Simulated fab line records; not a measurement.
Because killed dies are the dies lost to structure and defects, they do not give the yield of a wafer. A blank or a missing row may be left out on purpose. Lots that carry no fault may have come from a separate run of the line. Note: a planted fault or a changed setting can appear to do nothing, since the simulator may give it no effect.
Which tool is to blame? :: flow n5 finfet :: at 1 step of a route of 1938, 11 lots with 33 wafers sampled

== WHAT THE GAUGES SHOWED, per wafer ==
N5_BEOL_M5_OVL_MEAS_12.
lot: L668
measured: day 8 00:07
on: overlay-02
M5_OVL (nm): 0.6 0.2 0.4

lot: L669
measured: day 8 16:54
on: overlay-02
M5_OVL (nm): -0.1 0.2 -0.4

lot: L670
measured: day 8 23:47
on: overlay-02
M5_OVL (nm): -0.6 -0.5 0.1

lot: L674
measured: day 9 12:14
on: overlay-01
M5_OVL (nm): -0.4 -0.5 -1.6

lot: L677
measured: day 10 10:17
on: overlay-01
M5_OVL (nm): 0.8 0.3 -0.1

lot: L680
measured: day 13 00:34
on: overlay-02
M5_OVL (nm): 0.0 0.1 0.3

lot: L681
measured: day 13 14:50
on: overlay-02
M5_OVL (nm): -1.0 -0.3 -0.5

lot: L679
measured: day 13 15:17
on: overlay-02
M5_OVL (nm): -1.5 0.3 -0.6

lot: L686
measured: day 13 20:37
on: overlay-02
M5_OVL (nm): -0.5 0.1 0.5

lot: L689
measured: day 14 04:09
on: overlay-01
M5_OVL (nm): -0.2 -0.6 -1.1

lot: L690
measured: day 14 23:20
on: overlay-01
M5_OVL (nm): 0.1 -0.3 -0.1

== WHAT TOOL EACH LOT RAN ON (gives the tool, then ch and the chambers of the sampled wafers, and finally the start) ==
The record shows no process step preceding these readings.

== AS READ BY THE TOOLS THEMSELVES (means over the sampled wafers that have a number; for cases with no such wafer, the mark the record gives instead) ==
The record holds no such reading with a usual standard deviation.

== THE ANSWER, worked out from the rows above alone ==
Rule: the lots themselves supply what counts as usual. The widest of any qualifying gaps counts: lots, ordered by their means at a reading, are off when they make up no more than a third of the lots, leave a main group of 4 or more, and stand apart from it by 3 or more times the standard deviation of that group's means. Not used: any main group whose means are identical at the precision the tables above print for the reading. A lot without any number at a reading at which 4 lots or more have one is off too. Any other lot the step has rows for is counted as sound. First the gauges in route order, then the tools' own readings, where a lot's mean is used as printed above. The first step at which some lot is off is used, and at that step the reading that is off furthest; a lot without a number counts as furthest.
Nothing can be told from this: no lot is off at any reading shown.

== WHAT WAS PUT IN BY THE SIMULATOR ==
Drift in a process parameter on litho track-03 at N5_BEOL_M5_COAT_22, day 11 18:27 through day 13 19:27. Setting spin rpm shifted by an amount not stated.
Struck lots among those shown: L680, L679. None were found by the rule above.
